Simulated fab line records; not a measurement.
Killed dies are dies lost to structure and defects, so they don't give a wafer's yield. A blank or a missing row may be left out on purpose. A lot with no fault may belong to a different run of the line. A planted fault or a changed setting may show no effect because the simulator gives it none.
What tool caused it? ; flow nand-harc ; 42 wafers sampled from 14 lots at 1 step of a route of 1159

WHAT THE GAUGES SHOWED, per wafer
NHARC_P_M0_CD_MEAS_09: the cd target is 90 nm.
lot;measured;on;cd-nm (nm)
L843;day 5 14:31;cd-sem-03;90.5 90.8 89.9
L846;day 6 14:47;cd-sem-02;89.1 89.8 89.7
L845;day 6 15:19;cd-sem-01;89.5 89.1 89.4
L844;day 6 18:43;cd-sem-02;89.5 88.8 89.4
L848;day 7 09:31;cd-sem-03;90.8 90.2 90.1
L852;day 8 07:01;cd-sem-03;89.7 90.6 90.4
L856;day 8 23:53;cd-sem-02;89.1 89.3 88.9
L853;day 9 00:19;cd-sem-01;89.6 90.9 90.5
L859;day 9 19:31;cd-sem-03;89.1 89.0 90.2
L862;day 10 08:36;cd-sem-03;90.0 90.3 89.2
L861;day 10 09:10;cd-sem-03;90.6 90.5 89.6
L863;day 10 14:35;cd-sem-03;90.6 91.0 90.8
L864;day 11 02:35;cd-sem-02;90.4 91.3 90.2
L866;day 12 01:35;cd-sem-02;91.5 90.7 89.6

WHAT TOOL EACH LOT RAN ON (gives the tool, then ch and the chambers of the sampled wafers, and finally the start)
Record: no process step prior to these readings.

AS READ BY THE TOOLS THEMSELVES (means over the sampled wafers that have a number; for cases with no such wafer, the mark the record gives instead)
The record holds no such reading with a usual standard deviation.

THE ANSWER, worked out from the rows above alone
Rule: what is usual is taken from the lots themselves. Put in order of their means at a reading, lots are off if they are a third of the lots or fewer, leave a main group of 4 or more, and stand apart from it by a gap of 3 or more times the standard deviation of the main group's means; of several such gaps the widest counts. The tables above print the reading to a certain number of digits; a main group whose means all agree to those digits is not used. A lot without any number at a reading at which 4 lots or more have one is off too. Any other lot the step has rows for is counted as sound. The gauges are gone through in route order, then the tools' own readings, and for those a lot's mean is taken as printed above. The first step at which some lot is off is used, and at that step the reading that is off furthest; a lot without a number counts as furthest.
No lot is off at any reading shown: from this, nothing can be told.

WHAT THE SIMULATOR HAD INSERTED
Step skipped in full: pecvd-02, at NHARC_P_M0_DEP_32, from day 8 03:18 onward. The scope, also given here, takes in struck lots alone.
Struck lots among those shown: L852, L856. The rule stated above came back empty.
